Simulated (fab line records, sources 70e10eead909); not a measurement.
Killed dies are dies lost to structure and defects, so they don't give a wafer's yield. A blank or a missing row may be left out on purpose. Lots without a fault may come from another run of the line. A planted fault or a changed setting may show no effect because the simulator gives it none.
Chamber matching | flow nand_harc | NHARC_A_STAIRCASE_CMP_450 on cmp-03: 4 sister chambers
The step polishes SiO2, target thk 200 nm. 4 wafers are shown with their chamber, then 7 later ones without.

WAFERS WITH THEIR CHAMBER
wafer  | chamber | motor_current_A (A)
L090.1 | 0       | 10.2
L090.6 | 3       | 13.5
L091.2 | 1       | 11.0
L091.4 | 2       | 13.2

WAFERS WITHOUT THEIR CHAMBER
wafer  | motor_current_A (A)
L091.6 | 12.9
L093.2 | 13.6
L093.3 | 11.7
L093.4 | 10.6
L096.3 | 13.7
L096.4 | 10.8
L096.5 | 12.8

WHICH CHAMBER EACH WENT THROUGH
wafer  | from the rows above     | in truth
L091.6 | can't be placed: 2 or 3 | 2
L093.2 | can't be placed: 3 or 2 | 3
L093.3 | 1                       | 1
L093.4 | can't be placed: 0 or 1 | 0
L096.3 | can't be placed: 3 or 2 | 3
L096.4 | can't be placed: 1 or 0 | 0
L096.5 | can't be placed: 2 or 3 | 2
Placed correctly: 1 of 7. Can't be placed from these rows: 6 (the true chamber is among the candidates in 6). Placed wrongly: 0.
How it was worked out, from the rows above alone: a wafer's distance from a chamber is the root of the sum, over the readings, of the square of ((its reading less the chamber's mean) divided by the reading's scatter). The wafer belongs to the nearest chamber; if the next one is less than 2 further off, it can't be placed. A chamber's mean is the mean of its shown wafers. The scatter: with one shown wafer a chamber, the root of the mean of the squares of how far each hidden wafer lies from its nearest shown one.
